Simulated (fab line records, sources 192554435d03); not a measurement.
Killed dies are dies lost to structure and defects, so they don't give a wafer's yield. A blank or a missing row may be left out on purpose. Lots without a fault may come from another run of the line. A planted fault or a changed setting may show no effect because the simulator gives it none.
A struck lot beside a sound one | flow n5_finfet | 38 steps out of a route of 1938
Sound: wafers L461.1, L461.2, L461.5. Struck: wafers L464.2, L464.3. (L464.6 of the same lot was not struck and is left out.) The cause comes at the end.
At each step with rows: each side's tool, then ch and its chambers, then its first start. Under that, the readings that differ: sound wafers | struck wafers | difference of the means | sigmas: that difference in standard deviations of wafers without a fault.
alike: readings whose means differ by less than 2 such deviations, and words and numbers that are the same on both sides. not compared: withheld readings, readings that some wafer has no value for, bounds like >300 that may hide the same value, and numbers for which the record gives no deviation and whose values overlap.
The two part at a step that has a row with sigmas, a row that says differs or no value, or rows on one side only. Numbers that don't overlap but have no deviation are shown without sigmas and don't part them. A reading that every wafer of one side lacks parts them only if that side has two wafers or more.

first, 9 steps without rows for these wafers: N5_BEOL_M1_ANNEAL_95 (time 240 s); N5_BEOL_M1_SPUTTER_96 (material Cu, target thk 4.5 nm, time 8.29 s); N5_BEOL_M1_ECD_50 (material Cu, target thk 300 nm); N5_BEOL_M1_ANNEAL_51 (time 90 s); N5_BEOL_M1_CMP_52 (polishes, stops on SiOC, t overpolish 6.8 s, target thk 40 nm); N5_BEOL_M1_PRE_CLEAN_60 (time 15 s); N5_BEOL_M1_CO_CAP_55 (material Co, precursor CCTBA/H2, target thk 2 nm, time 102.1 s); N5_BEOL_M1_PRE_CLEAN_56 (time 15 s); N5_BEOL_M1_DEP_57 (deposits SiCN from 3MS/NH3, target thk 8 nm, time 14 s).
N5_BEOL_M2_ILD_DEP_00: deposits SiOC from DEMS/O2, target thk 79 nm, time 15.3 s.
  sound on pecvd-04 ch 0,1,2, day 7 00:20; struck on pecvd-04 ch 0, day 7 18:28
  reading                                      | sound             | struck    | difference                    | sigmas
  rf_fwd_power_W (W)                           | 493.6 487.2 491.7 | - -       | no value on the struck wafers |
  model.SiOC_of_BEOL_M2_ILD_DEP_00.thk_nm (nm) | 78.2 79 77.6      | 54.4 55.4 | -23.4                         |
  alike: heater_power_w, showerhead_plenum_p_Torr, throttle_valve_pct
N5_BEOL_M2_THK_MEAS_01:
  sound on film_metro-02, day 7 00:24; struck on film_metro-02, day 7 18:33
  reading         | sound          | struck    | difference | sigmas
  M2_ILD_THK (nm) | 78.1 78.9 77.6 | 54.3 55.4 | -23.4      | -19
then, 24 steps without rows for these wafers: N5_BEOL_M2_PECVD_72 (deposits SiO2 from TEOS/O2, target thk 16 nm, time 18 s); N5_BEOL_M2_HM_DEP_02 (deposits TiN, target thk 20 nm); N5_BEOL_M2_COAT_61 (time 60 s, resist thk 60 nm); N5_BEOL_M2_COAT_62 (time 60 s, resist thk 12 nm); N5_BEOL_M2_COAT_73 (time 60 s, resist thk 5 nm); N5_BEOL_M2_COAT_05 (resist thk 30 nm); N5_BEOL_M2_EBR_07; N5_BEOL_M2_SOFTBAKE_06 (time 60 s); N5_BEOL_M2_EXPOSE_08 (exposes mask M2); N5_BEOL_M2_PEB_09 (peb time 60 s); N5_BEOL_M2_DEVELOP_10 (develop time 30 s); N5_BEOL_M2_DESCUM_16 (chemistry O2, time 7 s); N5_BEOL_M2_ETCH_74 (etches underlayer in N2/H2, target depth 6.5 nm, time 5.2 s); N5_BEOL_M2_ETCH_63 (etches SiARC in CF4, target depth 15.6 nm, time 26 s); N5_BEOL_M2_ETCH_64 (etches SOC in N2/H2, target depth 75 nm, overetch 22.5 nm, time 121.9 s); N5_BEOL_M2_STRIP_65 (strips in N2/H2); N5_BEOL_M2_STRIP_75 (strips in N2/H2); N5_BEOL_M2_STRIP_66 (strips in CF4); N5_BEOL_M2_HM_OPEN_17 (chemistry Cl2/BCl3, target TiN, target depth 20 nm, overetch 6 nm); N5_BEOL_M2_STRIP_19 (strips in O2); N5_BEOL_M2_COAT_67 (time 60 s, resist thk 60 nm); N5_BEOL_M2_COAT_68 (time 60 s, resist thk 12 nm); N5_BEOL_M2_COAT_76 (time 60 s, resist thk 5 nm); N5_BEOL_M2_COAT_22 (resist thk 30 nm).
N5_BEOL_M2_CMP_52: polishes, stops on SiOC, t overpolish 6.8 s, target thk 40 nm.
  sound on cmp-02 ch 0,1, day 7 09:26; struck on cmp-02 ch 0,3, day 8 01:13
  reading                                      | sound        | struck    | difference | sigmas
  model.SiOC_of_BEOL_M2_ILD_DEP_00.thk_nm (nm) | 75.2 76 74.6 | 51.4 52.4 | -23.4      |
  alike: motor_current_A
  not compared: pad_life_wafers
N5_BEOL_M4_RC_MEAS_101:
  sound on prober-01 ch 0, day 8 07:46; struck on prober-02 ch 0, day 9 01:12
  reading        | sound          | struck    | difference | sigmas
  DIBL_N (mV/V)  | 35.1 35.9 34.4 | 38.1 41.8 | +4.8       | +3
  IOFF_N (nA/um) | 0.14 0.15 0.13 | 0.18 0.27 | +0.08      | +2
  alike: DIBL_P, IOFF_P, ION_N, ION_P, SS_N, SS_P, VT_N, VT_P
-- the record jumps here: 4 days lie between the struck wafers' starts before and after (it left off in module BEOL_M4 and takes up again in module PASSIVATION, whose first step shown is number 1936 of the route) --
N5_PASSIVATION_PROBE_49:
  the record has rows for the struck wafers here (prober-01, day 13 05:29) and none for the sound ones

WHERE THEY PART
First at N5_BEOL_M2_ILD_DEP_00; last, within this record, at N5_PASSIVATION_PROBE_49.

WHY: what the simulator had put in
Process parameter drift: pecvd-04, from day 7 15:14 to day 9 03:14, at N5_BEOL_M2_ILD_DEP_00. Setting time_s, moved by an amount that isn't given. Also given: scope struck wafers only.
